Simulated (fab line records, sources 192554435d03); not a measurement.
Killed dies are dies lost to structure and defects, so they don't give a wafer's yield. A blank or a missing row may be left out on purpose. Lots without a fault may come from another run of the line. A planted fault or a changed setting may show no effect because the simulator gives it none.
Chamber matching | flow n5_finfet | N5_BEOL_M9_STRIP_19 on rie_diel-04: 4 sister chambers
The step strips in O2. 4 wafers are shown with their chamber, then 9 later ones without.

WAFERS WITH THEIR CHAMBER
wafer  | chamber | showerhead_plenum_p_Torr (Torr)
L086.6 | 1       | 2.03
L088.2 | 3       | 2.22
L088.4 | 2       | 2.17
L088.5 | 0       | 2.16

WAFERS WITHOUT THEIR CHAMBER
wafer  | showerhead_plenum_p_Torr (Torr)
L090.1 | 2.22
L090.2 | 2.02
L090.5 | 2.17
L092.1 | 2.02
L092.3 | 2.22
L092.4 | 2.16
L094.1 | 2.02
L094.2 | 2.22
L094.6 | 2.22

WHICH CHAMBER EACH WENT THROUGH
wafer  | from the rows above     | in truth
L090.1 | 3                       | 3
L090.2 | 1                       | 1
L090.5 | can't be placed: 2 or 0 | 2
L092.1 | 1                       | 1
L092.3 | 3                       | 3
L092.4 | can't be placed: 0 or 2 | 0
L094.1 | 1                       | 1
L094.2 | 3                       | 3
L094.6 | 3                       | 3
Placed correctly: 7 of 9. Can't be placed from these rows: 2 (the true chamber is among the candidates in 2). Placed wrongly: 0.
How it was worked out, from the rows above alone: a wafer's distance from a chamber is the root of the sum, over the readings, of the square of ((its reading less the chamber's mean) divided by the reading's scatter). The wafer belongs to the nearest chamber; if the next one is less than 2 further off, it can't be placed. A chamber's mean is the mean of its shown wafers. The scatter: with one shown wafer a chamber, the root of the mean of the squares of how far each hidden wafer lies from its nearest shown one.
